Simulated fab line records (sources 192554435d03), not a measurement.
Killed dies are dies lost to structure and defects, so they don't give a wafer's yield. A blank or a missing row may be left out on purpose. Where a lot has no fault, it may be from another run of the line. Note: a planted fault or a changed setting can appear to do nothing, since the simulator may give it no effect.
fab line records ; flow n5-finfet
[record] lots = 13; wafers = 33; last-day = 18
route steps=1938 shown BEOL_M2@866
lots untouched by any fault: they come from a run of this same line in which no faults occurred
start-h: start of the lot's first displayed wafer, in hours after the record's first day ; wait-h: hours since the lot's step before ; " as in the row above ; L1.1+2: a single row standing in for several wafers ; - value missing, or start not given ; * or withheld: withheld ; < > ~ a bound
route shown NAME@n: NAME is a module with steps in the file, n the number in the route of the first one ; usual: average and standard deviation across the fault-free wafers ; same: alike in all rows ; chamber/n: place in a boat ; sites: the reading at each site ; _std_site: standard deviation of those values ; _edge_site: the outer-site mean with the inner-site mean subtracted ; radius-mm: how far each site lies from the wafer's centre ; mask NAME#n: copy n ; behind: tool/chamber where the wafer was last shaped ; hold: cause of the lot's hold/its duration in hours/its outcome ; device: the n, p or np transistor that did not switch ; end of line: at the end of the route, the tests of the same wafers ; where a step has no rows: the recipe by itself ; killed: not the wafer's yield, but the dies lost to structure and defects at the first sort ; map: the dies of a wafer, with x for killed, . for not killed, _ for no die there
set.NAME: setting as actually run; set.NAME@STEP: the setting as run at that earlier step ; model.NAME: the simulator's own value behind a step, which no gauge read
steps of the route over a sample of lots; a table a step, a row a wafer
services: a tool's chamber out of use, with start hour (start-h, from the record's first day; less than 0 if before it), hours out, and reason
[[steps]]
[step N5_BEOL_M2_CD_MEAS_18]
[recipe] pitch-nm = 36; target-cd-nm = 18
[usual] cd-nm = 17.9/0.41
lot.wafer;tool;chamber;start-h;wait-h;cd-nm
L373.5;cd-sem-03;-;151.69;0.0;17.7
L373.6;cd-sem-03;-;151.69;0.0;17.9
L372.3;cd-sem-01;-;152.28;0.1;18.3
L372.4;cd-sem-01;-;152.28;0.1;18.0
L372.5;cd-sem-01;-;152.28;0.1;19.2
L374.2;cd-sem-01;-;165.89;0.1;17.8
L374.4;cd-sem-01;-;165.89;0.1;18.3
L374.5;cd-sem-01;-;165.89;0.1;17.6
L376.2;cd-sem-01;-;174.94;0.1;17.5
L376.5;cd-sem-01;-;174.94;0.1;17.0
L379.3;cd-sem-03;-;185.93;0.1;18.1
L379.4;cd-sem-03;-;185.93;0.1;17.2
L378.1;cd-sem-03;-;190.13;0.0;18.3
L378.6;cd-sem-03;-;190.13;0.0;18.3
L380.1;cd-sem-02;-;194.99;0.0;18.1
L380.4;cd-sem-02;-;194.99;0.0;18.1
L380.6;cd-sem-02;-;194.99;0.0;18.3
L381.1;cd-sem-02;-;204.66;0.0;18.2
L381.2;cd-sem-02;-;204.66;0.0;18.4
L384.3;cd-sem-02;-;222.30;0.1;17.7
L384.4;cd-sem-02;-;222.30;0.1;18.1
L384.5;cd-sem-02;-;222.30;0.1;17.6
L386.2;cd-sem-02;-;236.95;0.1;17.5
L386.3;cd-sem-02;-;236.95;0.1;17.9
L387.1;cd-sem-01;-;242.66;0.0;18.6
L387.5;cd-sem-01;-;242.66;0.0;18.1
L387.6;cd-sem-01;-;242.66;0.0;18.3
L389.2;cd-sem-01;-;256.93;0.1;17.9
L389.4;cd-sem-01;-;256.93;0.1;17.3
L389.6;cd-sem-01;-;256.93;0.1;17.0
L391.1;cd-sem-01;-;261.96;0.0;17.7
L391.4;cd-sem-01;-;261.96;0.0;17.5
L391.6;cd-sem-01;-;261.96;0.0;17.3
[step N5_BEOL_M2_VIA_ETCH_34]
[recipe] chemistry = C4F6/O2; target-depth-a = 694; mask-material = SOC; pressure-mtorr = 15; ion-energy-ev = 250; taper-deg = 4; time-s = 65.9; source-w = 350; bias-w = 170; Ar_flow_sccm = 300; C4F6_flow_sccm = 10; O2_flow_sccm = 10
[usual] drypump-motor-current-A = 5.5/0.43; oes_f_703_au = 0.78/0.059; oes-product-au = 0.79/0.065; rf-vpp-V = 674/12; run-length-s = 89.2/0.33; showerhead-plenum-p-Torr = 2.89/0.099; throttle-valve-pct = 30.8/0.33
lot.wafer;tool;chamber;start-h;wait-h;drypump-motor-current-A;oes_f_703_au;oes-product-au;rf-hours-counter-h;rf-vpp-V;run-length-s;showerhead-plenum-p-Torr;throttle-valve-pct
L373.5;rie-diel-05;0;153.97;0.0;5.4;0.94;0.91;-;656;88.9;2.78;31.1
L373.6;rie-diel-05;3;153.97;0.0;5.1;0.84;0.85;-;684;89.8;2.86;30.7
L372.3;rie-diel-01;3;154.04;0.0;5.7;0.77;0.78;107;661;88.8;2.87;31.1
L372.4;rie-diel-01;1;154.04;0.0;5.7;0.85;0.90;16;685;89.0;3.02;31.1
L372.5;rie-diel-01;2;154.04;0.0;5.2;0.75;0.80;-;678;89.3;2.86;30.3
L374.2;rie-diel-01;3;172.62;0.0;5.7;0.77;0.76;115;660;88.9;2.87;31.1
L374.4;rie-diel-01;0;172.62;0.0;6.0;0.70;0.69;242;680;89.4;2.66;30.9
L374.5;rie-diel-01;0;172.62;0.0;6.1;0.70;0.69;-;679;89.4;2.66;30.9
L376.2;rie-diel-05;1;177.06;0.0;5.6;0.78;0.76;134;693;89.0;2.97;30.2
L376.5;rie-diel-05;1;177.06;0.0;5.6;0.78;0.77;-;692;89.5;2.97;30.2
L379.3;rie-diel-01;2;188.95;0.0;5.2;0.74;0.78;88;677;89.1;2.86;30.3
L379.4;rie-diel-01;0;188.95;0.0;6.0;0.69;0.69;249;680;89.6;2.66;30.9
L378.1;rie-diel-02;2;192.42;0.0;6.3;0.80;0.83;58;657;88.9;3.03;31.0
L378.6;rie-diel-02;0;192.42;0.0;4.8;0.77;0.77;-;688;89.4;2.81;30.5
L380.1;rie-diel-01;3;198.99;0.0;5.7;0.75;0.75;125;660;89.1;2.86;31.1
L380.4;rie-diel-01;1;198.99;0.0;5.7;0.82;0.88;-;684;88.8;3.01;31.1
L380.6;rie-diel-01;2;198.99;0.0;5.2;0.74;0.79;-;680;89.0;2.85;30.3
L381.1;rie-diel-02;2;208.23;0.0;6.4;0.80;0.82;63;657;89.3;3.03;31.0
L381.2;rie-diel-02;3;208.23;0.0;5.2;0.80;0.75;139;665;89.0;2.85;30.7
L384.3;rie-diel-02;0;233.32;0.0;4.8;0.75;0.75;168;689;86.4;2.80;30.5
L384.4;rie-diel-02;1;233.32;0.0;4.9;0.74;0.77;115;668;86.3;3.00;31.1
L384.5;rie-diel-02;3;233.32;0.0;5.2;0.80;0.75;-;664;85.8;2.85;30.7
L386.2;rie-diel-05;2;238.09;0.0;5.2;0.92;0.96;8;670;89.6;2.89;30.3
L386.3;rie-diel-05;0;238.09;0.0;5.4;0.90;0.86;76;656;88.9;2.77;31.1
L387.1;rie-diel-02;3;245.96;0.0;5.2;0.80;0.75;151;665;85.5;2.85;30.7
L387.5;rie-diel-02;2;245.96;0.0;6.3;0.78;0.81;-;655;85.9;3.02;31.0
L387.6;rie-diel-02;1;245.96;0.0;5.0;0.73;0.76;-;669;86.4;3.00;31.1
L389.2;rie-diel-05;3;270.67;0.0;5.1;0.79;0.80;113;684;89.4;2.84;30.8
L389.4;rie-diel-05;0;270.67;0.0;5.4;0.88;0.84;89;654;89.0;2.76;31.1
L389.6;rie-diel-05;0;270.67;0.0;5.4;0.88;0.84;-;654;89.0;2.76;31.1
L391.1;rie-diel-01;2;274.15;0.0;5.2;0.71;0.76;123;679;89.0;2.84;30.3
L391.4;rie-diel-01;0;274.15;0.0;6.0;0.92;0.94;17;691;89.5;2.99;30.3
L391.6;rie-diel-01;2;274.15;0.0;5.2;0.71;0.75;-;678;89.5;2.84;30.3
[step N5_BEOL_M2_STRIP_97]
[recipe] chemistry = N2/H2; time-s = 10; power-w = 450; temp-c = 40; pressure-mtorr = 20; rf-frequency-hz = 6e+07; bias-power-w = 7; n2-flow-sccm = 200; h2-flow-sccm = 200
[usual] drypump-motor-current-A = 5.5/0.43; oes-product-au = 0.80/0.065; rf-vpp-V = 59.2/0.78; showerhead-plenum-p-Torr = 2.59/0.084; temp-c = 40.00/0.11; throttle-valve-pct = 23.8/0.36
lot.wafer;tool;chamber;start-h;wait-h;drypump-motor-current-A;oes-product-au;rf-hours-counter-h;rf-vpp-V;showerhead-plenum-p-Torr;temp-c;throttle-valve-pct
L373.5;rie-diel-05;0;-;-;5.4;0.90;-;59.4;2.46;40.06;23.9
L373.6;rie-diel-05;3;-;-;5.1;0.87;-;59.3;2.60;40.06;24.2
L372.3;rie-diel-01;3;-;-;5.7;0.78;107;59.2;2.55;40.00;24.1
L372.4;rie-diel-01;1;-;-;5.7;0.91;16;59.5;2.72;40.07;24.1
L372.5;rie-diel-01;2;-;-;5.2;0.81;-;61.1;2.58;40.02;23.4
L374.2;rie-diel-01;3;-;-;5.7;0.78;115;57.7;2.55;39.88;24.1
L374.4;rie-diel-01;0;-;-;6.1;0.69;243;59.1;2.40;39.98;24.1
L374.5;rie-diel-01;0;-;-;6.0;0.70;-;56.8;2.40;40.21;24.1
L376.2;rie-diel-05;1;-;-;5.6;0.76;134;59.8;2.62;40.06;22.8
L376.5;rie-diel-05;1;-;-;5.6;0.76;-;59.1;2.62;40.02;22.7
L379.3;rie-diel-01;2;-;-;5.2;0.81;88;58.2;2.58;40.15;23.4
L379.4;rie-diel-01;0;-;-;6.0;0.69;249;58.4;2.40;40.11;24.1
L378.1;rie-diel-02;2;-;-;6.4;0.85;59;58.9;2.65;40.13;23.2
L378.6;rie-diel-02;0;-;-;4.9;0.77;-;59.4;2.55;39.95;23.9
L380.1;rie-diel-01;3;-;-;5.7;0.77;125;59.5;2.55;40.04;24.1
L380.4;rie-diel-01;1;-;-;5.7;0.88;-;59.6;2.71;39.96;24.1
L380.6;rie-diel-01;2;-;-;5.2;0.81;-;58.8;2.57;39.94;23.4
L381.1;rie-diel-02;2;-;-;6.3;0.84;63;60.0;2.65;40.04;23.2
L381.2;rie-diel-02;3;-;-;5.2;0.74;139;57.6;2.56;39.97;23.7
L384.3;rie-diel-02;0;-;-;4.9;0.76;168;59.4;2.55;39.83;23.9
L384.4;rie-diel-02;1;-;-;5.0;0.77;115;59.1;2.68;40.09;23.8
L384.5;rie-diel-02;3;-;-;5.2;0.72;-;58.3;2.56;39.89;23.8
L386.2;rie-diel-05;2;-;-;5.2;0.95;8;58.9;2.62;39.89;23.6
L386.3;rie-diel-05;0;-;-;5.4;0.84;76;59.5;2.45;39.76;24.0
L387.1;rie-diel-02;3;-;-;5.3;0.74;152;60.2;2.55;40.04;23.8
L387.5;rie-diel-02;2;-;-;6.4;0.82;-;58.8;2.65;40.14;23.2
L387.6;rie-diel-02;1;-;-;5.0;0.77;-;59.6;2.68;40.08;23.8
L389.2;rie-diel-05;3;-;-;5.1;0.81;113;59.7;2.58;39.88;24.3
L389.4;rie-diel-05;0;-;-;5.4;0.83;89;58.8;2.44;40.07;24.0
L389.6;rie-diel-05;0;-;-;5.4;0.84;-;59.0;2.44;40.04;23.9
L391.1;rie-diel-01;2;-;-;5.2;0.77;123;60.0;2.56;39.88;23.5
L391.4;rie-diel-01;0;-;-;6.1;0.94;17;58.6;2.71;40.08;23.5
L391.6;rie-diel-01;2;-;-;5.2;0.77;-;59.4;2.56;39.90;23.5
[step N5_BEOL_M2_PRE_CLEAN_45]
[recipe] gas = H2/He; time-s = 30; temp-c = 250
[usual] heater-power-w = 324/30
lot.wafer;tool;chamber;start-h;wait-h;heater-power-w
L373.5;pvd-sputter-03;-;154.85;0.0;377
L373.6;pvd-sputter-03;-;154.85;0.0;308
L372.3;pvd-sputter-01;-;155.04;0.0;329
L372.4;pvd-sputter-01;-;155.04;0.0;360
L372.5;pvd-sputter-01;-;155.04;0.0;293
L374.2;pvd-sputter-02;-;173.65;0.0;312
L374.4;pvd-sputter-02;-;173.65;0.0;350
L374.5;pvd-sputter-02;-;173.65;0.0;338
L376.2;pvd-sputter-03;-;177.66;0.0;274
L376.5;pvd-sputter-03;-;177.66;0.0;262
L379.3;pvd-sputter-01;-;189.99;0.0;345
L379.4;pvd-sputter-01;-;189.99;0.0;329
L378.1;pvd-sputter-02;-;193.48;0.0;355
L378.6;pvd-sputter-02;-;193.48;0.0;357
L380.1;pvd-sputter-03;-;200.12;0.0;308
L380.4;pvd-sputter-03;-;200.12;0.0;266
L380.6;pvd-sputter-03;-;200.12;0.0;314
L381.1;pvd-sputter-02;-;208.86;0.0;334
L381.2;pvd-sputter-02;-;208.86;0.0;321
L384.3;pvd-sputter-02;-;233.81;0.0;338
L384.4;pvd-sputter-02;-;233.81;0.0;331
L384.5;pvd-sputter-02;-;233.81;0.0;335
L386.2;pvd-sputter-01;-;238.84;0.0;286
L386.3;pvd-sputter-01;-;238.84;0.0;344
L387.1;pvd-sputter-02;-;246.96;0.0;340
L387.5;pvd-sputter-02;-;246.96;0.0;316
L387.6;pvd-sputter-02;-;246.96;0.0;355
L389.2;pvd-sputter-01;-;271.17;0.0;295
L389.4;pvd-sputter-01;-;271.17;0.0;322
L389.6;pvd-sputter-01;-;271.17;0.0;320
L391.1;pvd-sputter-01;-;274.85;0.0;348
L391.4;pvd-sputter-01;-;274.85;0.0;322
L391.6;pvd-sputter-01;-;274.85;0.0;322
[[services]]
tool;chamber;start-h;hours;kind
rie-diel-02;2;136.70;8.8;repair
rie-diel-02;-;154.74;14.6;pm
rie-diel-05;2;159.38;5.2;repair
rie-diel-02;1;170.92;3.2;repair
rie-diel-05;2;185.33;-;clean
rie-diel-05;2;185.33;-;consumable-replace:focus-ring
rie-diel-05;2;185.33;22.6;scheduled-down
rie-diel-05;2;185.33;22.6;vent-cycle
rie-diel-01;0;194.65;-;clean
rie-diel-01;0;194.65;-;consumable-replace:focus-ring
rie-diel-01;0;194.65;-;consumable-replace:showerhead
rie-diel-01;0;194.65;18.3;scheduled-down
rie-diel-01;0;194.65;18.3;vent-cycle
rie-diel-02;-;201.05;2.8;pm
rie-diel-05;3;264.39;4.8;repair
rie-diel-05;-;272.79;2.8;pm
[[key]]
[first-sign] step = N5_BEOL_M2_VIA_ETCH_34; reading = run-length-s; direction = down; sigmas = 9.3; usual = *; struck = *
effect none on later readings
met-at N5_BEOL_M2_VIA_ETCH_34
struck-lots L384,L387
rows-end L384.3,L384.4,L384.5
not-acting-at N5_BEOL_M2_CD_MEAS_18,N5_BEOL_M2_STRIP_97,N5_BEOL_M2_PRE_CLEAN_45
onset-between 208.23 233.32
[fault] kind = process-parameter-drift; tool = rie-diel-02; chamber = -; onset-h = 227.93; steps = N5_BEOL_M2_VIA_ETCH_34; channel = time-s; offset = *; shape = step; acts-in = *; stated = *
// rows-end: these wafers met a further fault down the route, and their rows from its step on are left out
